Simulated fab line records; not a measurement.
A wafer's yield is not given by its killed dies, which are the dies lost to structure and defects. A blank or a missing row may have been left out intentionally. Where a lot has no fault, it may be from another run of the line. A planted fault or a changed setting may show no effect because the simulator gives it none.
Matching of chambers | flow nand_harc | pecvd-04 running NHARC_A_STAIRCASE_DEP_471: 3 sister chambers
The step deposits SiO2, target thk 100 nm. 16 wafers are shown with their chamber, then 8 later ones without.

== WAFERS WITH THEIR CHAMBER ==
wafer  | chamber | throttle_valve_pct (%) | heater_power_w (W) | mfc_precursor_sccm (sccm)
L076.4 | 1       | 15.6                   | 533                | 162.1
L076.5 | 2       | 17.2                   | 484                | 161.4
L076.6 | 0       | 15.9                   | 577                | 162.1
L074.2 | 1       | 15.9                   | 547                | 161.4
L074.4 | 0       | 16.0                   | 614                | 161.8
L074.6 | 1       | 16.1                   | 539                | 160.8
L078.2 | 1       | 15.7                   | 539                | 161.8
L078.4 | 2       | 16.9                   | 431                | 161.2
L078.5 | 1       | 15.9                   | 549                | 161.4
L079.4 | 1       | 15.8                   | 509                | 161.5
L079.5 | 2       | 16.8                   | 492                | 161.2
L079.6 | 0       | 15.7                   | 571                | 161.4
L081.1 | 2       | 17.4                   | 525                | 161.6
L081.3 | 0       | 15.5                   | 563                | 161.2
L081.6 | 1       | 15.7                   | 514                | 161.5
L090.1 | 1       | 15.8                   | 511                | 161.1

SIGNATURES (means of the wafers above)
reading            | chamber 0 | chamber 1 | chamber 2 | scatter within a chamber
throttle_valve_pct | 15.775    | 15.812    | 17.075    | 0.205
heater_power_w     | 581.25    | 530.12    | 483.00    | 24.7
mfc_precursor_sccm | 161.625   | 161.450   | 161.350   | 0.361
Rule: for each reading, subtract the chamber's mean from the wafer's reading, divide by that reading's scatter and square the result; add these up over the readings and take the root, which gives the wafer's distance from the chamber. If the next closest chamber is less than 2 further off than the closest, the wafer can't be placed; otherwise it belongs to the closest. The scatter is the square root of a quotient: the sum, over the shown wafers, of each reading's squared deviation from its chamber's mean, divided by wafers minus chambers.

== WAFERS MISSING THEIR CHAMBER ==
wafer  | throttle_valve_pct (%) | heater_power_w (W) | mfc_precursor_sccm (sccm)
L090.5 | 16.5                   | 519                | 161.8
L090.6 | 15.9                   | 601                | 161.6
L097.1 | 15.7                   | 537                | 161.4
L097.2 | 15.8                   | 573                | 161.1
L097.3 | 16.8                   | 534                | 161.8
L096.2 | 16.8                   | 527                | 161.4
L096.4 | 16.6                   | 550                | 161.0
L096.5 | 15.7                   | 461                | 161.3

== EACH ONE'S CHAMBER ==
wafer  | from the rows above          | in truth
L090.5 | can't be placed: 2 or 1 or 0 | 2
L090.6 | can't be placed: 0 or 1      | 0
L097.1 | can't be placed: 1 or 0      | 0
L097.2 | can't be placed: 0 or 1      | 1
L097.3 | 2                            | 2
L096.2 | 2                            | 2
L096.4 | can't be placed: 2 or 1 or 0 | 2
L096.5 | 1                            | 1
Placed correctly: 3 of 8. Cannot be placed on the basis of these rows: 5; the candidates contain the true chamber in 5. Placed wrongly: 0.
